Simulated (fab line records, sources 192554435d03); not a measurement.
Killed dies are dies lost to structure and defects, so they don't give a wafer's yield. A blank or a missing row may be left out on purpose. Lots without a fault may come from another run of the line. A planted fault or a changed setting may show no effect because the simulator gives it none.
Chamber matching | flow n5_finfet | N5_BEOL_M11_ETCH_61 on rie_diel-06: 4 sister chambers
The step etches SiARC in CF4, target depth 39 nm, time 65 s. 8 wafers are shown with their chamber, then 10 later ones without.

WAFERS WITH THEIR CHAMBER
wafer  | chamber | drypump_motor_current_A (A) | throttle_valve_pct (%)
L082.2 | 3       | 5.9                         | 15.55
L082.3 | 0       | 5.5                         | 15.58
L087.5 | 2       | 5.7                         | 15.76
L088.3 | 1       | 6.2                         | 15.96
L088.5 | 2       | 5.8                         | 15.77
L088.6 | 3       | 5.9                         | 15.55
L090.2 | 1       | 6.2                         | 15.99
L090.4 | 0       | 5.5                         | 15.62

WAFERS WITHOUT THEIR CHAMBER
wafer  | drypump_motor_current_A (A) | throttle_valve_pct (%)
L090.6 | 6.2                         | 15.96
L091.1 | 5.8                         | 15.76
L091.2 | 5.9                         | 15.57
L091.4 | 5.5                         | 15.62
L096.1 | 5.9                         | 15.59
L096.3 | 5.5                         | 15.64
L096.4 | 6.2                         | 16.02
L097.2 | 5.5                         | 15.64
L097.4 | 5.8                         | 15.80
L097.6 | 5.4                         | 15.65

WHICH CHAMBER EACH WENT THROUGH
wafer  | from the rows above | in truth
L090.6 | 1                   | 1
L091.1 | 2                   | 2
L091.2 | 3                   | 3
L091.4 | 0                   | 0
L096.1 | 3                   | 3
L096.3 | 0                   | 0
L096.4 | 1                   | 1
L097.2 | 0                   | 0
L097.4 | 2                   | 2
L097.6 | 0                   | 0
Placed correctly: 10 of 10. Can't be placed from these rows: 0. Placed wrongly: 0.
How it was worked out, from the rows above alone: a wafer's distance from a chamber is the root of the sum, over the readings, of the square of ((its reading less the chamber's mean) divided by the reading's scatter). The wafer belongs to the nearest chamber; if the next one is less than 2 further off, it can't be placed. A chamber's mean is the mean of its shown wafers. The scatter: the root of (the sum of the squares of (reading less its chamber's mean) over the shown wafers, divided by (wafers less chambers)).
